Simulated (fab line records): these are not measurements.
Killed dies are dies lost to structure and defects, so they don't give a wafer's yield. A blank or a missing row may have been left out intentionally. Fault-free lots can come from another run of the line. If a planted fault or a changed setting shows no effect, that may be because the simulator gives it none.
The tool behind it: which one? ; flow n5_finfet ; 12 lots with 36 wafers sampled at 5 steps, on a route of 1938 steps

== WHAT THE GAUGES SHOWED, per wafer ==
N5_BEOL_M1_INSPECT_59: inspects for defects (darkfield).
lot;measured;on;raw_defect_count
L075;day 6 19:25;defect_inspect-01;106 71 40
L077;day 7 08:27;defect_inspect-01;48 138 65
L079;day 7 21:20;defect_inspect-02;142 105 84
L082;day 8 10:21;defect_inspect-02;115 146 137
L083;day 8 13:13;defect_inspect-01;76 34 38
L085;day 9 01:50;defect_inspect-01;70 44 49
L087;day 10 02:34;defect_inspect-02;56 125 52
L089;day 10 04:28;defect_inspect-02;83 77 100
L091;day 10 10:49;defect_inspect-01;51 64 58
L093;day 11 00:17;defect_inspect-02;55 103 87
L095;day 11 17:33;defect_inspect-01;106 131 111
L097;day 12 07:24;defect_inspect-02;50 49 108

== WHICH TOOL RAN EACH LOT (tool, then ch and the chambers of the sampled wafers, then the start) ==
lot;N5_BEOL_M1_SURFACE_TREAT_85;N5_BEOL_M1_SPUTTER_81;N5_BEOL_M1_ANNEAL_82;N5_BEOL_M1_SPUTTER_90
L075;pvd_sputter-01, day 6 15:01;pvd_sputter-03, day 6 17:00;pvd_sputter-03, day 6 17:05;pvd_sputter-03, day 6 17:40
L077;pvd_sputter-01, day 7 05:21;pvd_sputter-02, day 7 06:03;pvd_sputter-02, day 7 06:08;pvd_sputter-02, day 7 06:43
L079;pvd_sputter-01, day 7 16:43;pvd_sputter-03, day 7 18:56;pvd_sputter-03, day 7 19:01;pvd_sputter-03, day 7 19:35
L082;pvd_sputter-03, day 8 07:00;pvd_sputter-03, day 8 07:54;pvd_sputter-03, day 8 07:59;pvd_sputter-03, day 8 08:34
L083;pvd_sputter-03, day 8 10:10;pvd_sputter-01, day 8 10:49;pvd_sputter-01, day 8 10:54;pvd_sputter-01, day 8 11:29
L085;pvd_sputter-02, day 8 22:46;pvd_sputter-02, day 8 23:27;pvd_sputter-02, day 8 23:32;pvd_sputter-02, day 9 00:07
L087;pvd_sputter-03, day 9 23:13;pvd_sputter-01, day 10 00:11;pvd_sputter-01, day 10 00:16;pvd_sputter-01, day 10 00:50
L089;pvd_sputter-03, day 10 01:08;pvd_sputter-01, day 10 02:04;pvd_sputter-01, day 10 02:08;pvd_sputter-01, day 10 02:43
L091;pvd_sputter-01, day 10 07:37;pvd_sputter-02, day 10 08:17;pvd_sputter-02, day 10 08:22;pvd_sputter-02, day 10 08:56
L093;pvd_sputter-01, day 10 21:10;pvd_sputter-01, day 10 21:52;pvd_sputter-01, day 10 21:57;pvd_sputter-01, day 10 22:32
L095;pvd_sputter-02, day 11 12:50;pvd_sputter-02, day 11 15:09;pvd_sputter-02, day 11 15:14;pvd_sputter-02, day 11 15:49
L097;pvd_sputter-01, day 12 04:19;pvd_sputter-01, day 12 05:00;pvd_sputter-01, day 12 05:05;pvd_sputter-01, day 12 05:40
- N5_BEOL_M1_SURFACE_TREAT_85
- N5_BEOL_M1_SPUTTER_81: material Cu, target thk 4.5 nm, time 8.29 s.
- N5_BEOL_M1_ANNEAL_82: time 240 s.
- N5_BEOL_M1_SPUTTER_90: material Cu, target thk 4.5 nm, time 8.29 s.

== THE ANSWER, worked out from the rows above alone ==
Rule: what is usual is taken from the lots themselves. Put in order of their means at a reading, lots are off if they are a third of the lots or fewer, leave a main group of 4 or more, and stand apart from it by a gap of 3 or more times the standard deviation of the main group's means; of several such gaps the widest counts. A main group is skipped when, at the precision printed for the reading in the tables above, its means are all equal. Also off: a lot with no number at a reading for which 4 or more lots have one. All remaining lots with rows at the step are treated as sound.
No lot is off on any of the readings shown, so nothing can be concluded from this.

== WHAT THE SIMULATOR PUT IN ==
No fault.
